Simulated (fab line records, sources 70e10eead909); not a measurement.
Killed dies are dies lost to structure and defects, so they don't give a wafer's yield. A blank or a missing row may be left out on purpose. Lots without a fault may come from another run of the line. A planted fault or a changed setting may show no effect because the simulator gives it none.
A struck lot beside a sound one | flow nand_harc | 15 steps out of a route of 1159
Sound: wafers L272.1, L272.3, L272.6. Struck: wafers L282.1, L282.2, L282.5. The cause comes at the end.
At each step with rows: each side's tool, then ch and its chambers, then its first start. Under that, the readings that differ: sound wafers | struck wafers | difference of the means | sigmas: that difference in standard deviations of wafers without a fault.
alike: readings whose means differ by less than 2 such deviations, and words and numbers that are the same on both sides. not compared: withheld readings, readings that some wafer has no value for, bounds like >300 that may hide the same value, and numbers for which the record gives no deviation and whose values overlap.
The two part at a step that has a row with sigmas, a row that says differs or no value, or rows on one side only. Numbers that don't overlap but have no deviation are shown without sigmas and don't part them. A reading that every wafer of one side lacks parts them only if that side has two wafers or more.

first, 8 steps without rows for these wafers: NHARC_THIN_TSV_DEHYDRATE_25 (time 120 s); NHARC_THIN_TSV_HMDS_26 (time 30 s); NHARC_THIN_TSV_COAT_27; NHARC_THIN_TSV_SOFTBAKE_28 (time 95 s); NHARC_THIN_TSV_EBR_29; NHARC_THIN_TSV_EXPOSE_30 (exposes mask PAD); NHARC_THIN_TSV_PEB_31 (peb time 85 s); NHARC_THIN_TSV_DEVELOP_32 (time 70 s).
NHARC_THIN_TSV_CD_MEAS_33: target cd 5000 nm.
  sound on cd_sem-01 ch 0, day 21 21:25; struck on cd_sem-02 ch 0, day 24 00:37
  alike: cd_nm
then, 1 step without rows for these wafers: NHARC_THIN_TSV_HARDBAKE_34 (time 80 s).
NHARC_THIN_TSV_DESCUM_35: chemistry O2, time 3 s.
  sound on rie_diel-04 ch 1,3, day 21 21:34; struck on rie_diel-04 ch 1,2, day 24 00:46
  alike: drypump_motor_current_A, o2_flow_sccm, oes_product_au, rf_vpp_V, showerhead_plenum_p_Torr, throttle_valve_pct
  not compared: rf_hours_counter_h
NHARC_THIN_TSV_ETCH_59: etches the open film in Cl2/BCl3, target depth 880 nm, time 138.1 s.
  sound on rie_metal-03 ch 0,1, day 21 21:43; struck on rie_metal-03 ch 0,1, day 24 00:55
  alike: bcl3_flow_sccm, drypump_motor_current_A, oes_product_au, throttle_valve_pct
  not compared: rf_hours_counter_h
NHARC_THIN_TSV_ETCH_36: etches the open film in Cl2/BCl3, target depth 65 nm, time 18.571 s.
  sound on rie_metal-03 ch 0,1, day 21 21:59; struck on rie_metal-03 ch 0,1, day 24 01:11
  reading        | sound       | struck               | difference | sigmas
  over_etch_frac | 0.3 0.3 0.3 | 0.5071 0.5071 0.5071 | +0.2071    |
  alike: drypump_motor_current_A, oes_product_au
  not compared: rf_hours_counter_h
NHARC_THIN_TSV_STRIP_56: strips in O2.
  sound on plasma_asher-02 ch 0,1, day 21 22:08; struck on plasma_asher-02 ch 0,1, day 24 01:17
  alike: drypump_motor_current_A, heater_power_w
  not compared: rf_hours_counter_h
then, 1 step without rows for these wafers: NHARC_END_SORT_01.

WHERE THEY PART
Nowhere in this record.

WHY: what the simulator had put in
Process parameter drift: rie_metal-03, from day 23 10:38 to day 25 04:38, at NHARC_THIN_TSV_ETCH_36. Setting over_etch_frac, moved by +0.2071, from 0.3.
